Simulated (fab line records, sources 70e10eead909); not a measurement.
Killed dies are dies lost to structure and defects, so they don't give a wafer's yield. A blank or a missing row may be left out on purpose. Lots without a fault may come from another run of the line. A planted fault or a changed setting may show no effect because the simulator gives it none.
Chamber matching | flow nand_harc | NHARC_P_CONTACT_ALD_22 on ald_metal-02: 4 sister chambers
The step deposits TiN, target thk 3 nm, pulse time 1 s, ald cycles 150. 8 wafers are shown with their chamber, then 8 later ones without.

WAFERS WITH THEIR CHAMBER
wafer  | chamber | heater_power_w (W) | precursor_pulse_height_rel
L080.1 | 3       | 1299               | 1.002
L080.3 | 0       | 937                | 0.989
L080.4 | 2       | 1018               | 0.989
L080.6 | 1       | 1097               | 0.995
L081.1 | 0       | 938                | 1.007
L081.4 | 3       | 1289               | 0.998
L081.6 | 1       | 1054               | 1.021
L084.2 | 2       | 1039               | 0.965

WAFERS WITHOUT THEIR CHAMBER
wafer  | heater_power_w (W) | precursor_pulse_height_rel
L084.3 | 962                | 0.979
L084.5 | 942                | 1.006
L090.1 | 1059               | 1.010
L090.3 | 1023               | 0.991
L090.6 | 1004               | 0.994
L095.1 | 988                | 1.000
L095.2 | 1040               | 1.014
L095.3 | 1310               | 1.009

WHICH CHAMBER EACH WENT THROUGH
wafer  | from the rows above     | in truth
L084.3 | can't be placed: 0 or 2 | 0
L084.5 | 0                       | 0
L090.1 | can't be placed: 1 or 2 | 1
L090.3 | 2                       | 2
L090.6 | can't be placed: 2 or 0 | 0
L095.1 | can't be placed: 2 or 0 | 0
L095.2 | can't be placed: 1 or 2 | 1
L095.3 | 3                       | 3
Placed correctly: 3 of 8. Can't be placed from these rows: 5 (the true chamber is among the candidates in 5). Placed wrongly: 0.
How it was worked out, from the rows above alone: a wafer's distance from a chamber is the root of the sum, over the readings, of the square of ((its reading less the chamber's mean) divided by the reading's scatter). The wafer belongs to the nearest chamber; if the next one is less than 2 further off, it can't be placed. A chamber's mean is the mean of its shown wafers. The scatter: the root of (the sum of the squares of (reading less its chamber's mean) over the shown wafers, divided by (wafers less chambers)).
